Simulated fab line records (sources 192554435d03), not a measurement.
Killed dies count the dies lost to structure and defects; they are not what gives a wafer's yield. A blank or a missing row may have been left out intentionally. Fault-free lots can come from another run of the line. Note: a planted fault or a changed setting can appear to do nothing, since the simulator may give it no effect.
Split-lot trial :: flow n5Finfet :: route with 1938 steps; 7 lots, 21 wafers read

== THE SPLIT ==
At N5_BEOL_M10_COAT_64 (time 60 s, resist thk 30 nm), the setting spinRpm was moved away from the recipe's 1500 rpm on 8 of the 21 wafers read, by -8.9% to +8.0%. This setting was run at the recipe's value on the other wafers.

== FROM THE SPLIT TO THE READING: what the file shows between them, 2 steps ==
- N5_BEOL_M10_DEVELOP_27: develop time 30 s (also split here: developTimeS)
- N5_BEOL_M10_DESCUM_33: chemistry O2, time 7.9 s

== THE READING ==
CAR-ArF_of_BEOL_M10_COAT_22.thkNm (the simulator's own value, which no gauge read), in nm, at N5_BEOL_M10_ETCH_65 (etches SiARC in CF4, target depth 39 nm, time 65 s). The file gives no usual value for it. Here, 13 wafers ran the recipe; their average is 55.4 nm with a standard deviation of 0.14 nm.

wafer: L075.1
tool, chamber at the split: lithoTrack-02, 0
spinRpm as run, rpm: 1500
against the recipe: recipe
CAR-ArF_of_BEOL_M10_COAT_22.thkNm, nm: 55.6
against lot-mates on the recipe: -

wafer: L075.3
tool, chamber at the split: lithoTrack-02, 0
spinRpm as run, rpm: 1366
against the recipe: -8.9%
CAR-ArF_of_BEOL_M10_COAT_22.thkNm, nm: 54.4
against lot-mates on the recipe: -1.1

wafer: L075.6
tool, chamber at the split: lithoTrack-02, 0
spinRpm as run, rpm: 1500
against the recipe: recipe
CAR-ArF_of_BEOL_M10_COAT_22.thkNm, nm: 55.4
against lot-mates on the recipe: -

wafer: L080.2
tool, chamber at the split: lithoTrack-03, 0
spinRpm as run, rpm: 1367
against the recipe: -8.9%
CAR-ArF_of_BEOL_M10_COAT_22.thkNm, nm: 54.2
against lot-mates on the recipe: no lot-mate on the recipe

wafer: L080.4
tool, chamber at the split: lithoTrack-03, 0
spinRpm as run, rpm: 1367
against the recipe: -8.9%
CAR-ArF_of_BEOL_M10_COAT_22.thkNm, nm: 54.4
against lot-mates on the recipe: no lot-mate on the recipe

wafer: L080.6
tool, chamber at the split: lithoTrack-03, 0
spinRpm as run, rpm: 1367
against the recipe: -8.9%
CAR-ArF_of_BEOL_M10_COAT_22.thkNm, nm: 54.2
against lot-mates on the recipe: no lot-mate on the recipe

wafer: L082.2
tool, chamber at the split: lithoTrack-02, 0
spinRpm as run, rpm: 1500
against the recipe: recipe
CAR-ArF_of_BEOL_M10_COAT_22.thkNm, nm: 55.2
against lot-mates on the recipe: -

wafer: L082.4
tool, chamber at the split: lithoTrack-02, 0
spinRpm as run, rpm: 1500
against the recipe: recipe
CAR-ArF_of_BEOL_M10_COAT_22.thkNm, nm: 55.4
against lot-mates on the recipe: -

wafer: L082.6
tool, chamber at the split: lithoTrack-02, 0
spinRpm as run, rpm: 1500
against the recipe: recipe
CAR-ArF_of_BEOL_M10_COAT_22.thkNm, nm: 55.4
against lot-mates on the recipe: -

wafer: L091.3
tool, chamber at the split: lithoTrack-02, 0
spinRpm as run, rpm: 1582
against the recipe: +5.5%
CAR-ArF_of_BEOL_M10_COAT_22.thkNm, nm: 56.4
against lot-mates on the recipe: no lot-mate on the recipe

wafer: L091.4
tool, chamber at the split: lithoTrack-02, 0
spinRpm as run, rpm: 1582
against the recipe: +5.5%
CAR-ArF_of_BEOL_M10_COAT_22.thkNm, nm: 56.2
against lot-mates on the recipe: no lot-mate on the recipe

wafer: L091.5
tool, chamber at the split: lithoTrack-02, 0
spinRpm as run, rpm: 1582
against the recipe: +5.5%
CAR-ArF_of_BEOL_M10_COAT_22.thkNm, nm: 56.2
against lot-mates on the recipe: no lot-mate on the recipe

wafer: L097.1
tool, chamber at the split: lithoTrack-03, 0
spinRpm as run, rpm: 1500
against the recipe: recipe
CAR-ArF_of_BEOL_M10_COAT_22.thkNm, nm: 55.2
against lot-mates on the recipe: -

wafer: L097.3
tool, chamber at the split: lithoTrack-03, 0
spinRpm as run, rpm: 1500
against the recipe: recipe
CAR-ArF_of_BEOL_M10_COAT_22.thkNm, nm: 55.6
against lot-mates on the recipe: -

wafer: L097.6
tool, chamber at the split: lithoTrack-03, 0
spinRpm as run, rpm: 1620
against the recipe: +8.0%
CAR-ArF_of_BEOL_M10_COAT_22.thkNm, nm: 56.6
against lot-mates on the recipe: +1.2

wafer: L094.2
tool, chamber at the split: lithoTrack-01, 0
spinRpm as run, rpm: 1500
against the recipe: recipe
CAR-ArF_of_BEOL_M10_COAT_22.thkNm, nm: 55.4
against lot-mates on the recipe: -

wafer: L094.3
tool, chamber at the split: lithoTrack-01, 0
spinRpm as run, rpm: 1500
against the recipe: recipe
CAR-ArF_of_BEOL_M10_COAT_22.thkNm, nm: 55.6
against lot-mates on the recipe: -

wafer: L094.4
tool, chamber at the split: lithoTrack-01, 0
spinRpm as run, rpm: 1500
against the recipe: recipe
CAR-ArF_of_BEOL_M10_COAT_22.thkNm, nm: 55.4
against lot-mates on the recipe: -

wafer: L096.1
tool, chamber at the split: lithoTrack-03, 0
spinRpm as run, rpm: 1500
against the recipe: recipe
CAR-ArF_of_BEOL_M10_COAT_22.thkNm, nm: 55.4
against lot-mates on the recipe: -

wafer: L096.2
tool, chamber at the split: lithoTrack-03, 0
spinRpm as run, rpm: 1500
against the recipe: recipe
CAR-ArF_of_BEOL_M10_COAT_22.thkNm, nm: 55.2
against lot-mates on the recipe: -

wafer: L096.3
tool, chamber at the split: lithoTrack-03, 0
spinRpm as run, rpm: 1500
against the recipe: recipe
CAR-ArF_of_BEOL_M10_COAT_22.thkNm, nm: 55.4
against lot-mates on the recipe: -

FIT RESULTS
A straight line over all 21 wafers: CAR-ArF_of_BEOL_M10_COAT_22.thkNm changes by +0.135 nm for each +1% of spinRpm; r = +0.98; the points scatter about the line by 0.14 nm.
The same after taking each lot's own level away (the mean of its wafers on the recipe; 15 wafers): +0.135 nm for each +1%; r = +0.96; scatter 0.12 nm.
That fit puts the effect of the largest move of spinRpm on the reading at 1.2 nm.
The span of the lots' own levels, 55.33 to 55.50 nm, comes to 1.2 times the standard deviation stated above.
Hence the lot-to-lot level has little effect on the slope; both slopes agree.
Check: -1.34 nm against its lot-mates is what the line predicts for one of the wafers moved furthest among these (-8.9%) when that wafer is left out of the fit. It came out at -1.1 nm against them.

== THE OTHER SPLITS THESE WAFERS WENT THROUGH ==
Before the reading, these wafers also passed through other splits. Each is held against what the fit with the lots' levels taken away leaves over:
other split on the same wafers: N5_BEOL_M8_DESCUM_16 timeS
wafers away from the commonest value: 9
r with CAR-ArF_of_BEOL_M10_COAT_22.thkNm (lot level and that fit taken away): -0.30

other split on the same wafers: N5_BEOL_M8_COAT_63 spinRpm
wafers away from the commonest value: 6
r with CAR-ArF_of_BEOL_M10_COAT_22.thkNm (lot level and that fit taken away): -0.20

other split on the same wafers: N5_BEOL_M9_CMP_52 downForcePsi
wafers away from the commonest value: 7
r with CAR-ArF_of_BEOL_M10_COAT_22.thkNm (lot level and that fit taken away): +0.25

other split on the same wafers: N5_BEOL_M10_DEVELOP_27 developTimeS
wafers away from the commonest value: 6
r with CAR-ArF_of_BEOL_M10_COAT_22.thkNm (lot level and that fit taken away): -0.10

== THE WHOLE CHAIN: every reading that the file lists as answering this split, in the file's order ==
step: N5_BEOL_M10_COAT_64
what it does: time 60 s, resist thk 30 nm
reading: SiARC_of_BEOL_M10_COAT_64.thkNm (the simulator's own value, which no gauge read)
change (the file's fit): -0.148 nm for each +1% of the setting
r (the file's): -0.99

step: N5_BEOL_M10_ETCH_65
what it does: etches SiARC in CF4, target depth 39 nm, time 65 s
reading: etch.depthNm (the simulator's own value, which no gauge read)
change (the file's fit): -0.142 nm for each +1% of the setting
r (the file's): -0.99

step: N5_BEOL_M10_ETCH_65
what it does: etches SiARC in CF4, target depth 39 nm, time 65 s
reading: CAR-ArF_of_BEOL_M10_COAT_22.thkNm (the simulator's own value, which no gauge read)
change (the file's fit): +0.135 nm for each +1% of the setting
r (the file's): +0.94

== FILE'S OWN FIT ==
CAR-ArF_of_BEOL_M10_COAT_22.thkNm changes by +0.135 nm for each +1% of spinRpm, r = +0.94.
